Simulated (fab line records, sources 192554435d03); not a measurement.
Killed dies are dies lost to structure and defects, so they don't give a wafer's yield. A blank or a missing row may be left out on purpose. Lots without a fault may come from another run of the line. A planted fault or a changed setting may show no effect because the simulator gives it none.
Split-lot experiment | flow n5_finfet | 7 lots, 21 wafers read, on a route of 1938 steps

THE SPLIT
At N5_BEOL_M3_HM_DEP_02 (deposits TiN, target thk 20 nm), the setting target_thk_a was moved away from the recipe's 200 angstrom on 6 of the 21 wafers read, by -11.4% to +12.3%. The other wafers ran this setting at the recipe's value.

FROM THE SPLIT TO THE READING: what the file shows between them, 8 steps
- N5_BEOL_M3_COAT_61: time 60 s, resist thk 60 nm
- N5_BEOL_M3_COAT_62: time 60 s, resist thk 12 nm
- N5_BEOL_M3_STRIP_75: strips in N2/H2
- N5_BEOL_M3_STRIP_66: strips in CF4
- N5_BEOL_M3_HM_OPEN_17: chemistry Cl2/BCl3, target TiN, target depth 20 nm, overetch 6 nm
- N5_BEOL_M3_STRIP_19: strips in O2
- N5_BEOL_M3_STRIP_83: strips in C4F6/O2
- N5_BEOL_M3_STRIP_36: strips in N2/H2

THE READING
TiN_of_BEOL_M3_HM_DEP_02.thk_nm (the simulator's own value, which no gauge read), in nm, at N5_BEOL_M3_TRENCH_ETCH_37 (etches SiOC in C4F6/O2, target depth 55.555 nm, time 29.2 s). The file gives no usual value for it. The 15 wafers here that ran the recipe average 17.7 nm, standard deviation 0.22 nm.

wafer  | tool, chamber at the split | target_thk_a as run, angstrom | against the recipe | TiN_of_BEOL_M3_HM_DEP_02.thk_nm, nm | against lot-mates on the recipe
L074.1 | pvd_sputter-03, -          | 200                           | recipe             | 17.6                                | -
L074.3 | pvd_sputter-03, -          | 200                           | recipe             | 17.4                                | -
L074.4 | pvd_sputter-03, -          | 182.2                         | -8.9%              | 15.4                                | -2.1
L079.1 | pvd_sputter-03, -          | 215.8                         | +7.9%              | 19.2                                | +1.8
L079.2 | pvd_sputter-03, -          | 200                           | recipe             | 17.4                                | -
L079.5 | pvd_sputter-03, -          | 200                           | recipe             | 17.4                                | -
L084.3 | pvd_sputter-02, -          | 200                           | recipe             | 17.6                                | -
L084.4 | pvd_sputter-02, -          | 200                           | recipe             | 17.6                                | -
L084.6 | pvd_sputter-02, -          | 200                           | recipe             | 17.6                                | -
L087.2 | pvd_sputter-01, -          | 200                           | recipe             | 18                                  | -
L087.4 | pvd_sputter-01, -          | 200                           | recipe             | 18                                  | -
L087.6 | pvd_sputter-01, -          | 200                           | recipe             | 18                                  | -
L091.3 | pvd_sputter-01, -          | 214.5                         | +7.3%              | 19.8                                | +1.8
L091.4 | pvd_sputter-01, -          | 214.5                         | +7.3%              | 19.4                                | +1.4
L091.6 | pvd_sputter-01, -          | 200                           | recipe             | 18                                  | -
L088.2 | pvd_sputter-03, -          | 200                           | recipe             | 17.6                                | -
L088.5 | pvd_sputter-03, -          | 200                           | recipe             | 17.8                                | -
L088.6 | pvd_sputter-03, -          | 224.5                         | +12.3%             | 20.2                                | +2.5
L089.1 | pvd_sputter-03, -          | 200                           | recipe             | 17.6                                | -
L089.6 | pvd_sputter-03, -          | 200                           | recipe             | 17.6                                | -
L089.2 | pvd_sputter-03, -          | 177.2                         | -11.4%             | 15.2                                | -2.4

THE FIT
A straight line over all 21 wafers: TiN_of_BEOL_M3_HM_DEP_02.thk_nm changes by +0.227 nm for each +1% of target_thk_a; r = +0.98; the points scatter about the line by 0.25 nm.
The same after taking each lot's own level away (the mean of its wafers on the recipe; 21 wafers): +0.217 nm for each +1%; r = +1.00; scatter 0.099 nm.
On that fit, the largest move of target_thk_a shifts the reading by 2.7 nm.
The lots' own levels span 17.40 to 18.00 nm, that is 2.8 times the standard deviation above.
So the lot-to-lot level changes the slope little: the two slopes agree.
Check: with one of the wafers moved furthest among these (+12.3%) left out of the fit, the line predicts +2.72 nm for it against its lot-mates. It came out at +2.5 nm against them.

THE WHOLE CHAIN: every reading that the file lists as answering this split, in the file's order
step                      | what it does                                                      | reading                                                                          | change (the file's fit)               | r (the file's)
N5_BEOL_M3_HM_DEP_02      | deposits TiN, target thk 20 nm                                    | TiN_of_BEOL_M3_HM_DEP_02.thk_nm (the simulator's own value, which no gauge read) | +0.213 nm for each +1% of the setting | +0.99
N5_BEOL_M3_HM_OPEN_17     | chemistry Cl2/BCl3, target TiN, target depth 20 nm, overetch 6 nm | etch.depth_nm (the simulator's own value, which no gauge read)                   | +0.211 nm for each +1% of the setting | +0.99
N5_BEOL_M3_TRENCH_ETCH_37 | etches SiOC in C4F6/O2, target depth 55.555 nm, time 29.2 s       | TiN_of_BEOL_M3_HM_DEP_02.thk_nm (the simulator's own value, which no gauge read) | +0.216 nm for each +1% of the setting | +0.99

THE FILE'S OWN FIT
TiN_of_BEOL_M3_HM_DEP_02.thk_nm changes by +0.216 nm for each +1% of target_thk_a, r = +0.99.
